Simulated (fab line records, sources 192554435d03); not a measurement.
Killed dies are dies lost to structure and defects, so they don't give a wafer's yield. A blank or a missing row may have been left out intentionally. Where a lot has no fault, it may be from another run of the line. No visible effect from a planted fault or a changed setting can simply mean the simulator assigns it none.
What tool caused it?    flow n5Finfet    29 wafers from 11 lots sampled at 5 of the route's 1938 steps

WHAT THE GAUGES SHOWED, per wafer
N5_BEOL_M14_OVL_MEAS_11. Usual: V13_OVL typically reads -5 nm, with standard deviation 5.3.
lot   measured      on          V13_OVL (nm)  flag
L859  day 11 00:37  overlay-01  -13 -18 -7    
L860  day 11 01:34  overlay-01  -5 -1 0       
L862  day 11 17:00  overlay-02  -2 -2         
L865  day 12 14:58  overlay-01  6 -2 2        
L869  day 14 05:40  overlay-02  -11 -14 -10   
L871  day 14 16:35  overlay-02  -5 -1 4       
L872  day 14 22:38  overlay-01  0 0           
L873  day 15 01:50  overlay-01  -7 -2 -15     
L875  day 15 14:29  overlay-01  -6 -12        
L877  day 17 01:30  overlay-02  -9 -8         
L881  day 17 12:45  overlay-02  0 -7 -4       

N5_BEOL_M14_OVL_MEAS_29. Usual: M14_OVL typically reads -3 nm, with standard deviation 5.2.
lot   measured      on          M14_OVL (nm)  flag
L859  day 11 01:36  overlay-02  0 -2 3        
L860  day 11 02:35  overlay-02  -11 -7 -6     
L862  day 11 17:51  overlay-02  1 3           
L865  day 12 15:49  overlay-01  19 14 16      OFF
L869  day 14 06:38  overlay-02  25 26 19      OFF
L871  day 14 17:29  overlay-01  -1 -10 -2     
L872  day 14 23:37  overlay-02  0 -3          
L873  day 15 02:41  overlay-02  -8 -1 -6      
L875  day 15 15:22  overlay-02  3 3           
L877  day 17 02:21  overlay-02  -7 -7         
L881  day 17 13:40  overlay-02  -2 -5 -8      

TOOL THAT RAN EACH LOT (tool first, then ch and the chambers of the sampled wafers, then the start)
lot   N5_BEOL_M14_DESCUM_15              N5_BEOL_M14_STRIP_64                          N5_BEOL_M14_EXPOSE_25
L859  rieDiel-02 ch 0,1,3, day 11 00:41  rieDiel-02 ch 0,1,3, day 11 01:24 or earlier  krfScanner-02 ch 0, day 11 01:24
L860  rieDiel-05 ch 1,3, day 11 01:48    rieDiel-05 ch 1,3, day 11 02:23 or earlier    krfScanner-01 ch 0, day 11 02:23
L862  rieDiel-02 ch 0,1, day 11 17:04    rieDiel-02 ch 0,1, day 11 17:40 or earlier    krfScanner-01 ch 0, day 11 17:40
L865  rieDiel-02 ch 0,1,2, day 12 15:01  rieDiel-02 ch 0,1,2, day 12 15:37 or earlier  krfScanner-01 ch 0, day 12 15:37
L869  rieDiel-02 ch 1,3, day 14 05:43    rieDiel-02 ch 1,3, day 14 06:26 or earlier    krfScanner-01 ch 0, day 14 06:26
L871  rieDiel-05 ch 0,3, day 14 16:41    rieDiel-05 ch 0,3, day 14 17:17 or earlier    krfScanner-02 ch 0, day 14 17:17
L872  rieDiel-05 ch 2,3, day 14 22:42    rieDiel-05 ch 2,3, day 14 23:25 or earlier    krfScanner-02 ch 0, day 14 23:25
L873  rieDiel-01 ch 0,1,2, day 15 01:53  rieDiel-01 ch 0,1,2, day 15 02:29 or earlier  krfScanner-02 ch 0, day 15 02:29
L875  rieDiel-05 ch 1,3, day 15 14:35    rieDiel-05 ch 1,3, day 15 15:10 or earlier    krfScanner-02 ch 0, day 15 15:10
L877  rieDiel-05 ch 0,1, day 17 01:33    rieDiel-05 ch 0,1, day 17 02:10 or earlier    krfScanner-02 ch 0, day 17 02:10
L881  rieDiel-05 ch 0,1,2, day 17 12:50  rieDiel-05 ch 0,1,2, day 17 13:28 or earlier  krfScanner-02 ch 0, day 17 13:28
- N5_BEOL_M14_DESCUM_15: chemistry O2, time 7.9 s.
- N5_BEOL_M14_STRIP_64: strips in O2.
- N5_BEOL_M14_EXPOSE_25: exposes mask M14, target cd 280 nm.

WHAT THE TOOLS THEMSELVES READ (means of the sampled wafers that have a number; where no wafer has one, the mark that the record gives instead)
N5_BEOL_M14_DESCUM_15. Usual: biasPowerW 20.01 W, standard deviation 0.06; drypumpMotorCurrentA 5.4 A, standard deviation 0.41; oesProductAu 0.79 a.u., standard deviation 0.065; rfVppV 243.7 V, standard deviation 1.1; showerheadPlenumPTorr 2.13 Torr, standard deviation 0.068; throttleValvePct 20.44 %, standard deviation 0.25.
lot   tool        biasPowerW (W)  drypumpMotorCurrentA (A)  oesProductAu (a.u.)  rfVppV (V)  showerheadPlenumPTorr (Torr)  throttleValvePct (%)  flag
L859  rieDiel-02  19.92           5.0                       0.76                 243.6       2.14                          20.51                 
L860  rieDiel-05  19.99           5.3                       0.79                 243.4       2.15                          20.51                 
L862  rieDiel-02  19.98           5.0                       0.76                 244.1       2.15                          20.49                 
L865  rieDiel-02  20.01           5.4                       0.78                 244.5       2.16                          20.42                 
L869  rieDiel-02  20.01           5.1                       0.73                 244.1       2.14                          20.63                 
L871  rieDiel-05  20.01           5.3                       0.81                 243.1       2.04                          20.58                 
L872  rieDiel-05  19.93           5.1                       0.84                 243.5       2.12                          20.42                 
L873  rieDiel-01  19.99           5.6                       0.82                 244.6       2.16                          20.30                 
L875  rieDiel-05  20.05           5.3                       0.76                 242.9       2.16                          20.50                 
L877  rieDiel-05  19.98           5.5                       0.76                 242.7       2.10                          20.45                 
L881  rieDiel-05  19.99           5.4                       0.79                 243.4       2.11                          20.36                 

N5_BEOL_M14_STRIP_64. Usual: drypumpMotorCurrentA 5.4 A, standard deviation 0.41; oesProductAu 0.79 a.u., standard deviation 0.064; rfVppV 3.6 V, standard deviation 0.48; showerheadPlenumPTorr 2.13 Torr, standard deviation 0.068; throttleValvePct 16.68 %, standard deviation 0.23.
lot   tool        drypumpMotorCurrentA (A)  oesProductAu (a.u.)  rfVppV (V)  showerheadPlenumPTorr (Torr)  throttleValvePct (%)  flag
L859  rieDiel-02  5.0                       0.75                 3.4         2.14                          16.74                 
L860  rieDiel-05  5.3                       0.79                 3.5         2.16                          16.74                 
L862  rieDiel-02  4.8                       0.76                 3.5         2.16                          16.70                 
L865  rieDiel-02  5.4                       0.77                 3.3         2.16                          16.65                 
L869  rieDiel-02  5.1                       0.72                 3.7         2.14                          16.87                 
L871  rieDiel-05  5.3                       0.81                 3.8         2.05                          16.79                 
L872  rieDiel-05  5.2                       0.84                 3.8         2.13                          16.63                 
L873  rieDiel-01  5.6                       0.82                 3.3         2.16                          16.57                 
L875  rieDiel-05  5.3                       0.75                 3.5         2.16                          16.76                 
L877  rieDiel-05  5.5                       0.76                 3.4         2.11                          16.69                 
L881  rieDiel-05  5.4                       0.80                 3.5         2.11                          16.60                 

N5_BEOL_M14_EXPOSE_25. Usual: 23.02 C for reticleTempC, sd 0.099.
lot   tool           reticleTempC (C)  flag
L859  krfScanner-02  22.86             
L860  krfScanner-01  22.97             
L862  krfScanner-01  23.00             
L865  krfScanner-01  23.13             
L869  krfScanner-01  22.93             
L871  krfScanner-02  22.98             
L872  krfScanner-02  22.95             
L873  krfScanner-02  22.97             
L875  krfScanner-02  22.98             
L877  krfScanner-02  23.00             
L881  krfScanner-02  23.07             

THE ANSWER, worked out from the rows above alone
Rule: lot off if the mean of its wafers having a number is beyond 3 standard deviations from the usual mean. A lot without any number at a reading at which 4 lots or more have one is off too. The other lots that the step has rows for count as sound. First the gauges in route order, then the tools' own readings, where a lot's mean is used as printed above. At the first step where some lot is off, the reading lying furthest off is the one used; lots without a number count as furthest.
Off: L865, L869, at N5_BEOL_M14_OVL_MEAS_29 (M14_OVL).
If a tool, at a process step before that reading, ran all the lots that are off and no sound lot after the first of them, it fits. Those tools and the gauges at N5_BEOL_M14_OVL_MEAS_29 are tried in the same way. N5_BEOL_M14_STRIP_64: start missing for some lots; hours and lot order therefore follow N5_BEOL_M14_EXPOSE_25. 2 tools fit, rieDiel-02 at N5_BEOL_M14_DESCUM_15 and N5_BEOL_M14_STRIP_64 and krfScanner-01 at N5_BEOL_M14_EXPOSE_25, so this cannot tell which one it is.

WHAT THE SIMULATOR HAD INSERTED
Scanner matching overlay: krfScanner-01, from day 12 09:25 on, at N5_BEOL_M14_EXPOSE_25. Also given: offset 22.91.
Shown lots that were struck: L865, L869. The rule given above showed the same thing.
